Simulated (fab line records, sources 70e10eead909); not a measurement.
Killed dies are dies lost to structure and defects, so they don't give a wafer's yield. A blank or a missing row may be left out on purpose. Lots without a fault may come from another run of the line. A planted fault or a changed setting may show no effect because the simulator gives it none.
Which tool did it? | flow nand_harc | 12 lots, 36 wafers sampled, at 2 steps of a route of 1302

WHAT THE GAUGES READ, wafer by wafer
NHARC_A_CHANNEL_HOLE_D1_OVL_MEAS_11.
lot  | measured     | on         | overlay_x_nm (nm)
L075 | day 8 17:48  | overlay-01 | 0.7 0.5 0.4
L077 | day 9 16:56  | overlay-02 | 0.6 0.4 1.0
L079 | day 10 07:32 | overlay-01 | -1.5 -1.6 -1.6
L081 | day 11 14:26 | overlay-01 | -1.1 -1.3 -0.8
L083 | day 12 18:22 | overlay-01 | 0.4 0.4 0.5
L084 | day 13 03:21 | overlay-02 | 0.2 0.7 0.5
L088 | day 14 09:54 | overlay-02 | 1.6 1.0 1.0
L089 | day 14 17:48 | overlay-02 | -1.6 -1.5 -0.7
L091 | day 15 09:58 | overlay-01 | 0.1 0.2 0.3
L093 | day 16 09:02 | overlay-02 | -1.3 -1.1 -0.8
L095 | day 17 08:02 | overlay-02 | -0.7 -0.5 -0.9
L097 | day 17 23:14 | overlay-01 | -0.6 -0.4 -0.5

WHICH TOOL RAN EACH LOT (tool, then ch and the chambers of the sampled wafers, then the start)
lot  | NHARC_A_ZERO_WELL_ETCH_13
L075 | rie_si-01 ch 0,1,3, day 7 01:05
L077 | rie_si-01 ch 1,2, day 7 23:04
L079 | rie_si-01 ch 0,1,3, day 8 17:42
L081 | rie_si-04 ch 0,2,3, day 9 21:35
L083 | rie_si-06 ch 0,3, day 11 01:46
L084 | rie_si-01 ch 1,2,3, day 11 10:37
L088 | rie_si-04 ch 0,1, day 12 17:55
L089 | rie_si-06 ch 1,2, day 12 22:36
L091 | rie_si-04 ch 1,3, day 13 16:09
L093 | rie_si-06 ch 0,1,3, day 14 14:47
L095 | rie_si-04 ch 0,2, day 15 16:04
L097 | rie_si-01 ch 1,2,3, day 16 05:30
- NHARC_A_ZERO_WELL_ETCH_13: etches the open film in HBr/Cl2, target depth 120 nm, time 40.1 s.

THE ANSWER, worked out from the rows above alone
Rule: what is usual is taken from the lots themselves. Put in order of their means at a reading, lots are off if they are a third of the lots or fewer, leave a main group of 4 or more, and stand apart from it by a gap of 3 or more times the standard deviation of the main group's means; of several such gaps the widest counts. A main group whose means are all the same, to the digits that the tables above print for the reading, isn't used. A lot without any number at a reading at which 4 lots or more have one is off too. The other lots that the step has rows for count as sound.
No lot is off at any reading shown: from this, nothing can be told.

WHAT THE SIMULATOR HAD PUT IN
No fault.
